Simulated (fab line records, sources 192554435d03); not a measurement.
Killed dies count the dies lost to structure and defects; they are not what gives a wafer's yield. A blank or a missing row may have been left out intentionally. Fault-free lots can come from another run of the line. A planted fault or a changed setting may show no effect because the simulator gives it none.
What tool caused it? + flow n5 finfet + 36 wafers sampled from 12 lots at 1 step of a route of 1938

WHAT EACH GAUGE READ, for each wafer
N5_BEOL_M13_THK_MEAS_50: measures by xrf.
| lot  | measured     | on            | M13_THK (nm) |
|------|--------------|---------------|--------------|
| L075 | day 11 09:57 | film metro-02 | 418 410 418  |
| L076 | day 12 02:20 | film metro-02 | 417 412 415  |
| L079 | day 12 12:38 | film metro-01 | 415 413 424  |
| L081 | day 12 18:50 | film metro-02 | 422 430 412  |
| L082 | day 13 01:55 | film metro-01 | 415 420 415  |
| L085 | day 13 22:23 | film metro-01 | 409 413 414  |
| L087 | day 14 04:44 | film metro-02 | 404 413 409  |
| L090 | day 14 21:19 | film metro-01 | 423 408 417  |
| L093 | day 15 07:40 | film metro-02 | 414 425 425  |
| L094 | day 16 00:26 | film metro-01 | 404 422 415  |
| L095 | day 16 03:21 | film metro-01 | 410 416 417  |
| L097 | day 17 09:37 | film metro-02 | 414 410 417  |

TOOL THAT RAN EACH LOT (tool first, then ch and the chambers of the sampled wafers, then the start)
No process step before these readings appears in the record.

THE ANSWER, worked out from the rows above alone
Rule: the usual values come from the lots themselves. Put in order of their means at a reading, lots are off if they are a third of the lots or fewer, leave a main group of 4 or more, and stand apart from it by a gap of 3 or more times the standard deviation of the main group's means; of several such gaps the widest counts. A main group is skipped when, at the precision printed for the reading in the tables above, its means are all equal. A lot without any number at a reading at which 4 lots or more have one is off too. The other lots that the step has rows for count as sound.
Nothing can be told from this: no lot is off at any reading shown.

WHAT WAS PUT IN BY THE SIMULATOR
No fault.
